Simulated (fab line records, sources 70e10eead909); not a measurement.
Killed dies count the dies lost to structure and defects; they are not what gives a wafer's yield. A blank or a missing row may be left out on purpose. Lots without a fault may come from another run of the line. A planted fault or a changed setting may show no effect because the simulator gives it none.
fab line records -- flow nand_harc
record: lots: 12, wafers: 36, last_day: 33
route steps=1302 shown P_M2@340 P_BONDPAD@361 END@1302
lots that met no fault: from a run of the same line without faults
start_h: start of the lot's first displayed wafer, in hours after the record's first day -- wait_h: time in hours since the lot's previous step -- " the same as in the row above -- L1.1+2: a row that stands for several wafers -- - no value, or no start given -- * or withheld: withheld -- < > ~ a bound
route shown NAME@n: names a module that has steps shown in the file, with the first one's number in the route -- usual: the fault-free wafers' mean and standard deviation -- same: alike in all rows -- chamber/n: place in a boat -- sites: readings site by site -- _std_site: the values' standard deviation -- _edge_site: inner sites' mean taken away from outer sites' mean -- radius_mm: for every site, how far away it sits from the centre of the wafer -- mask NAME#n: copy n -- behind: the most recent tool/chamber to have shaped the wafer -- hold: what put the lot on hold/how long, in hours/how the hold closed -- device: which transistor (n, p or np) failed to switch -- end of line: the same wafers' tests at the end of the route -- a step given without rows: its recipe and nothing more -- killed: dies lost to structure and defects at the first sort, not the wafer's yield -- map: per-die view of a wafer (x killed, . not killed, _ where there is no die)
set.NAME: setting as actually run; set.NAME@STEP: the setting as run at that earlier step -- model.NAME: the simulator's own value behind a step, which no gauge read
one table for each step of the route and one row for each wafer, over a sample of lots
services: a tool's chamber out of use, with start hour (start_h, from the record's first day; less than 0 if before it), hours out, and reason
== steps ==
step: NHARC_P_M2_PVD_20
recipe: target_thk_a: 50, bias_v: 168.6, power_w: 15000, chamber_pressure_pa: 0.12, time_s: 8.06, substrate_temp_c: 50, material: TaN
usual: bias_v: 168.6/1.6, throttle_valve_pct: 30.5/0.84
lot.wafer,tool,chamber,start_h,wait_h,bias_v,throttle_valve_pct
L235.4,pvd_sputter-02,-,-,-,170.5,30.0
L235.2,pvd_sputter-02,-,-,-,169.6,32.0
L235.5,pvd_sputter-02,-,-,-,167.8,31.9
L236.4,pvd_sputter-03,-,-,-,169.1,30.0
L236.3,pvd_sputter-03,-,-,-,167.9,31.5
L236.5,pvd_sputter-03,-,-,-,170.1,29.5
L237.3,pvd_sputter-03,-,-,-,169.8,31.7
L237.2,pvd_sputter-03,-,-,-,170.7,29.5
L237.5,pvd_sputter-03,-,-,-,167.4,29.5
L238.2,pvd_sputter-02,-,-,-,167.0,30.0
L238.1,pvd_sputter-02,-,-,-,168.3,30.2
L238.5,pvd_sputter-02,-,-,-,167.9,30.0
L239.3,pvd_sputter-02,-,-,-,168.8,30.0
L239.4,pvd_sputter-02,-,-,-,168.8,30.5
L239.1,pvd_sputter-02,-,-,-,171.1,30.0
L246.4,pvd_sputter-01,-,-,-,169.0,32.0
L246.3,pvd_sputter-01,-,-,-,167.6,29.3
L246.6,pvd_sputter-01,-,-,-,170.4,31.9
L248.4,pvd_sputter-02,-,-,-,168.8,30.1
L248.1,pvd_sputter-02,-,-,-,170.3,29.7
L248.5,pvd_sputter-02,-,-,-,168.7,30.1
L252.3,pvd_sputter-03,-,-,-,167.5,31.4
L252.1,pvd_sputter-03,-,-,-,167.9,29.9
L252.6,pvd_sputter-03,-,-,-,165.8,31.3
L253.4,pvd_sputter-01,-,-,-,167.3,30.3
L253.3,pvd_sputter-01,-,-,-,169.4,31.7
L253.5,pvd_sputter-01,-,-,-,169.4,32.1
L254.2,pvd_sputter-01,-,-,-,166.0,30.4
L254.1,pvd_sputter-01,-,-,-,167.5,31.6
L254.5,pvd_sputter-01,-,-,-,166.4,30.6
L255.3,pvd_sputter-02,-,-,-,169.2,31.5
L255.2,pvd_sputter-02,-,-,-,164.9,31.1
L255.5,pvd_sputter-02,-,-,-,168.4,31.3
L257.4,pvd_sputter-01,-,-,-,168.7,29.5
L257.3,pvd_sputter-01,-,-,-,169.9,32.2
L257.6,pvd_sputter-01,-,-,-,167.6,31.4
step: NHARC_P_BONDPAD_EXPOSE_06
recipe: na: 0.55, dose_mj: 37.06, mask_id: P_BPAD
lot.wafer,tool,chamber,start_h,wait_h,mask
L235.2+4+5,krf_scanner-02,0,137.54,-,P_BPAD#0
L236.3+4+5,krf_scanner-03,0,149.79,-,P_BPAD#0
L237.2+3+5,krf_scanner-02,0,162.34,-,P_BPAD#0
L238.1+2+5,krf_scanner-01,0,172.28,-,P_BPAD#0
L239.1+3+4,krf_scanner-02,0,183.21,-,P_BPAD#0
L246.3+4+6,krf_scanner-02,0,252.11,-,P_BPAD#0
L248.1+4+5,krf_scanner-02,0,281.79,-,P_BPAD#0
L252.1+3+6,krf_scanner-01,0,309.28,-,P_BPAD#0
L253.3+4+5,krf_scanner-01,0,322.48,-,P_BPAD#0
L254.1+2+5,krf_scanner-03,0,335.36,-,P_BPAD#0
L255.2+3+5,krf_scanner-03,0,342.43,-,P_BPAD#0
L257.3+4+6,krf_scanner-01,0,371.63,-,P_BPAD#0
step: NHARC_P_BONDPAD_OVL_MEAS_38
usual: overlay_x_nm: -1/6.1, overlay_y_nm: 1/6.3
lot.wafer,tool,chamber,start_h,wait_h,overlay_x_nm,overlay_y_nm
L235.2,overlay-01,-,137.77,-,12,9
L235.4,overlay-01,-,137.77,-,12,9
L235.5,overlay-01,-,137.77,-,12,10
L236.3,overlay-01,-,150.02,-,7,-3
L236.4,overlay-01,-,150.02,-,7,-3
L236.5,overlay-01,-,150.02,-,7,-3
L237.2,overlay-02,-,162.57,-,-3,10
L237.3,overlay-02,-,162.57,-,-3,10
L237.5,overlay-02,-,162.57,-,-3,9
L238.1,overlay-01,-,172.52,-,5,5
L238.2,overlay-01,-,172.52,-,5,5
L238.5,overlay-01,-,172.52,-,6,5
L239.1,overlay-01,-,183.45,-,6,6
L239.3,overlay-01,-,183.45,-,6,6
L239.4,overlay-01,-,183.45,-,6,6
L246.3,overlay-02,-,252.36,-,73,-6
L246.4,overlay-02,-,252.36,-,74,-6
L246.6,overlay-02,-,252.36,-,74,-6
L248.1,overlay-01,-,282.03,-,72,9
L248.4,overlay-01,-,282.03,-,73,9
L248.5,overlay-01,-,282.03,-,74,8
L252.1,overlay-02,-,309.52,-,-8,-10
L252.3,overlay-02,-,309.52,-,-8,-10
L252.6,overlay-02,-,309.52,-,-8,-9
L253.3,overlay-02,-,322.71,-,6,-2
L253.4,overlay-02,-,322.71,-,6,-2
L253.5,overlay-02,-,322.71,-,6,-3
L254.1,overlay-01,-,335.60,-,-4,5
L254.2,overlay-01,-,335.60,-,-4,5
L254.5,overlay-01,-,335.60,-,-4,6
L255.2,overlay-01,-,342.67,-,-2,7
L255.3,overlay-01,-,342.67,-,-1,6
L255.5,overlay-01,-,342.67,-,-2,7
L257.3,overlay-01,-,371.86,-,-3,-8
L257.4,overlay-01,-,371.86,-,-3,-7
L257.6,overlay-01,-,371.86,-,-3,-7
step: NHARC_P_BONDPAD_STRIP_15
recipe: o2_flow_sccm: 500, ar_flow_sccm: 0, bias_w: 0, chemistry: O2
usual: drypump_motor_current_A: 5.7/0.52, oes_product_au: 1.004/0.011, rf_vpp_V: 57.8/0.8, showerhead_plenum_p_Torr: 3.53/0.12, throttle_valve_pct: 17.037/0.0099
lot.wafer,tool,chamber,start_h,wait_h,drypump_motor_current_A,oes_product_au,rf_hours_counter_h,rf_vpp_V,showerhead_plenum_p_Torr,throttle_valve_pct
L235.4,rie_diel-12,1,138.30,0.1,4.9,1.027,1.7,56.2,3.58,17.052
L235.2,rie_diel-12,3,138.30,0.1,6.3,0.997,1.5,58.3,3.39,17.028
L235.5,rie_diel-12,2,138.30,0.1,6.2,1.008,-,57.2,3.49,17.042
L236.3,rie_diel-12,1,150.55,0.1,4.9,1.018,2.4,57.6,3.58,17.027
L236.4,rie_diel-12,2,150.55,0.1,6.2,0.994,2.3,57.8,3.49,17.034
L236.5,rie_diel-12,0,150.55,0.1,5.7,0.998,-,58.6,3.65,17.040
L237.3,rie_diel-12,0,163.09,0.1,5.7,1.002,3.1,56.9,3.65,17.044
L237.2,rie_diel-12,2,163.09,0.1,6.2,1.001,3.1,57.8,3.49,17.052
L237.5,rie_diel-12,1,163.09,0.1,4.9,1.021,-,57.2,3.57,17.027
L238.1,rie_diel-12,3,173.06,0.1,6.3,0.991,3.9,57.5,3.39,17.019
L238.2,rie_diel-12,0,173.06,0.1,5.7,0.990,4.0,58.0,3.65,17.042
L238.5,rie_diel-12,1,173.06,0.1,4.9,1.025,-,57.9,3.57,17.043
L239.1,rie_diel-06,2,183.98,0.1,5.8,1.004,1.8,56.0,3.54,17.033
L239.4,rie_diel-06,3,183.98,0.1,5.2,0.989,1.4,57.3,3.56,17.032
L239.3,rie_diel-06,0,183.98,0.1,5.6,0.999,1.5,59.7,3.63,17.033
L246.3,rie_diel-09,2,252.90,0.1,5.8,0.994,5.3,56.7,3.73,17.027
L246.4,rie_diel-09,3,252.90,0.1,6.1,1.000,4.5,58.6,3.42,17.053
L246.6,rie_diel-09,0,252.90,0.1,6.6,1.001,-,57.0,3.34,17.036
L248.4,rie_diel-09,0,282.59,0.1,6.6,1.006,8.3,57.4,3.34,17.037
L248.1,rie_diel-09,1,282.59,0.1,4.9,1.008,9.0,57.4,3.67,17.046
L248.5,rie_diel-09,0,282.59,0.1,6.6,0.989,-,57.2,3.34,17.036
L252.3,rie_diel-09,1,310.05,0.1,4.9,1.007,11.1,57.5,3.67,17.041
L252.1,rie_diel-09,2,310.05,0.1,5.8,0.990,11.2,58.8,3.73,17.032
L252.6,rie_diel-09,1,310.05,0.1,4.9,1.001,-,57.0,3.67,17.040
L253.4,rie_diel-06,3,323.22,0.1,5.2,0.987,0.5,56.6,3.56,17.033
L253.3,rie_diel-06,1,323.22,0.1,5.5,1.002,0.3,57.3,3.39,17.041
L253.5,rie_diel-06,0,323.22,0.1,5.5,1.002,-,58.3,3.63,17.025
L254.2,rie_diel-12,3,336.11,0.1,6.2,1.003,3.4,58.2,3.39,17.048
L254.1,rie_diel-12,1,336.11,0.1,4.9,1.017,4.1,57.8,3.57,17.048
L254.5,rie_diel-12,0,336.11,0.1,5.7,1.013,-,57.6,3.65,17.048
L255.2,rie_diel-09,0,343.18,0.1,6.6,1.004,1.0,59.0,3.34,17.023
L255.3,rie_diel-09,3,343.18,0.1,6.1,1.003,1.1,57.3,3.42,17.037
L255.5,rie_diel-09,1,343.18,0.1,4.9,1.015,-,57.3,3.67,17.030
L257.3,rie_diel-12,2,372.37,0.1,6.2,1.006,5.5,58.2,3.49,17.028
L257.4,rie_diel-12,3,372.37,0.1,6.2,1.001,5.4,58.7,3.38,17.027
L257.6,rie_diel-12,3,372.37,0.1,6.2,1.011,-,56.1,3.38,17.032
step: NHARC_P_BONDPAD_DEGAS_25
recipe: temp_c: 300, time_s: 60
usual: heater_power_w: 443/59
lot.wafer,tool,chamber,start_h,wait_h,heater_power_w
L235.2,pvd_sputter-01,-,138.85,-,408
L235.4,pvd_sputter-01,-,138.85,-,454
L235.5,pvd_sputter-01,-,138.85,-,399
L236.3,pvd_sputter-01,-,151.08,-,397
L236.4,pvd_sputter-01,-,151.08,-,394
L236.5,pvd_sputter-01,-,151.08,-,410
L237.2,pvd_sputter-01,-,163.64,-,574
L237.3,pvd_sputter-01,-,163.64,-,401
L237.5,pvd_sputter-01,-,163.64,-,582
L238.2,pvd_sputter-02,-,173.64,-,376
L238.1,pvd_sputter-02,-,173.64,-,414
L238.5,pvd_sputter-02,-,173.64,-,368
L239.4,pvd_sputter-01,-,184.51,-,583
L239.3,pvd_sputter-01,-,184.51,-,402
L239.1,pvd_sputter-01,-,184.51,-,399
L246.4,pvd_sputter-01,-,253.42,-,542
L246.3,pvd_sputter-01,-,253.42,-,503
L246.6,pvd_sputter-01,-,253.42,-,392
L248.4,pvd_sputter-01,-,283.15,-,492
L248.1,pvd_sputter-01,-,283.15,-,544
L248.5,pvd_sputter-01,-,283.15,-,394
L252.1,pvd_sputter-01,-,310.58,-,410
L252.3,pvd_sputter-01,-,310.58,-,499
L252.6,pvd_sputter-01,-,310.58,-,506
L253.4,pvd_sputter-01,-,323.81,-,399
L253.3,pvd_sputter-01,-,323.81,-,542
L253.5,pvd_sputter-01,-,323.81,-,396
L254.2,pvd_sputter-02,-,336.66,-,362
L254.1,pvd_sputter-02,-,336.66,-,429
L254.5,pvd_sputter-02,-,336.66,-,346
L255.3,pvd_sputter-03,-,343.74,-,502
L255.2,pvd_sputter-03,-,343.74,-,426
L255.5,pvd_sputter-03,-,343.74,-,483
L257.4,pvd_sputter-01,-,372.92,-,389
L257.3,pvd_sputter-01,-,372.92,-,405
L257.6,pvd_sputter-01,-,372.92,-,390
step: NHARC_END_SORT_01
recipe: temp_c: 25
usual: defect_limited_yield: 90.9/2.7, killed_at_array: 57/19, killed_at_other: 0.9/1.1, killed_at_periphery: 4.0/2.6, killed_dies: 62/19, killed_open: 3.3/1.8, killed_short: 2.4/1.7
same: gross_dies: 677
lot.wafer,tool,chamber,start_h,wait_h,defect_limited_yield[%],killed_at_array,killed_at_other,killed_at_periphery,killed_dies,killed_open,killed_short
L239.1,prober-02,0,599.16,2.5,86.9,85,0,4,89,3,2
L239.3,prober-02,0,600.75,3.1,87.0,86,0,2,88,1,4
L239.4,prober-02,0,601.55,3.4,87.0,86,0,2,88,5,2
L246.3,prober-02,0,688.43,3.1,91.1,53,1,6,60,2,0
killed by level:class
L239.1 A_CHANNEL_HOLE_D2:chamber_film_flake=26 A_CHANNEL_HOLE_D1:chamber_film_flake=24 A_SLIT:chamber_film_flake=24 A_CONTACT:chamber_film_flake=6 P_STI:chamber_film_flake=3 P_STI:geometric_particle:short=1 A_ONON_D1:geometric_particle:short=1 A_CHANNEL_FILL_D1:geometric_particle:open=1
L239.3 A_CHANNEL_HOLE_D1:chamber_film_flake=28 A_CHANNEL_HOLE_D2:chamber_film_flake=22 A_SLIT:chamber_film_flake=21 A_CONTACT:chamber_film_flake=9 A_CHANNEL_FILL_D1:geometric_particle:short=2 A_ONON_D2:geometric_particle:short=2 P_GATE:geometric_particle:open=1 P_M0:chamber_film_flake=1
L239.4 A_CHANNEL_HOLE_D2:chamber_film_flake=29 A_CHANNEL_HOLE_D1:chamber_film_flake=23 A_SLIT:chamber_film_flake=15 A_CONTACT:chamber_film_flake=10 A_BLC:geometric_particle:open=2 P_STI:chamber_film_flake=2 A_STAIRCASE:chamber_film_flake=2 A_SOURCE_PLATE:geometric_particle:short=1
L246.3 A_CHANNEL_HOLE_D1:chamber_film_flake=39 P_GATE:chamber_film_flake=6 A_STAIRCASE:chamber_film_flake=3 A_SLIT:chamber_film_flake=3 A_M0:chamber_film_flake=3 A_CHANNEL_FILL_D2:geometric_particle:open=1 A_M0:geometric_particle:open=1 A_ZERO_WELL:chamber_film_flake=1
== services ==
tool,chamber,start_h,hours,kind
krf_scanner-01,-,140.02,4.0,pm
rie_diel-09,-,143.10,9.0,pm
pvd_sputter-03,-,170.00,10.0,pm
rie_diel-12,2,172.46,6.1,repair
pvd_sputter-01,-,174.35,4.4,repair
rie_diel-12,2,184.43,9.1,repair
krf_scanner-01,-,197.72,0.4,repair
krf_scanner-01,-,198.60,3.0,repair
rie_diel-12,-,213.89,0.5,repair
pvd_sputter-03,-,221.26,2.6,repair
rie_diel-12,-,223.00,1.3,repair
pvd_sputter-01,-,234.51,10.0,pm
krf_scanner-02,-,266.00,4.0,pm
rie_diel-12,-,268.40,9.0,pm
krf_scanner-01,-,277.51,0.6,repair
pvd_sputter-01,-,278.15,4.0,repair
pvd_sputter-02,-,282.00,10.0,pm
pvd_sputter-01,-,293.30,3.2,repair
krf_scanner-01,-,312.02,4.0,pm
rie_diel-12,2,318.60,1.7,repair
rie_diel-09,-,320.10,9.0,pm
krf_scanner-01,-,333.60,0.5,repair
rie_diel-12,1,344.53,3.6,repair
pvd_sputter-03,-,348.00,10.0,pm
== key ==
first_sign: step: NHARC_P_BONDPAD_OVL_MEAS_38, reading: overlay_x_nm, direction: up, sigmas: 12, usual: -1, struck: 73
effect none on later readings
met_at NHARC_P_BONDPAD_EXPOSE_06
struck_lots L246,L248
not_acting_at NHARC_P_M2_PVD_20,NHARC_P_BONDPAD_STRIP_15,NHARC_P_BONDPAD_DEGAS_25
onset_between 183.21 252.11
fault: kind: scanner_matching_overlay, tool: krf_scanner-02, chamber: -, onset_h: 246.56, steps: NHARC_P_BONDPAD_EXPOSE_06, offset: 78.223
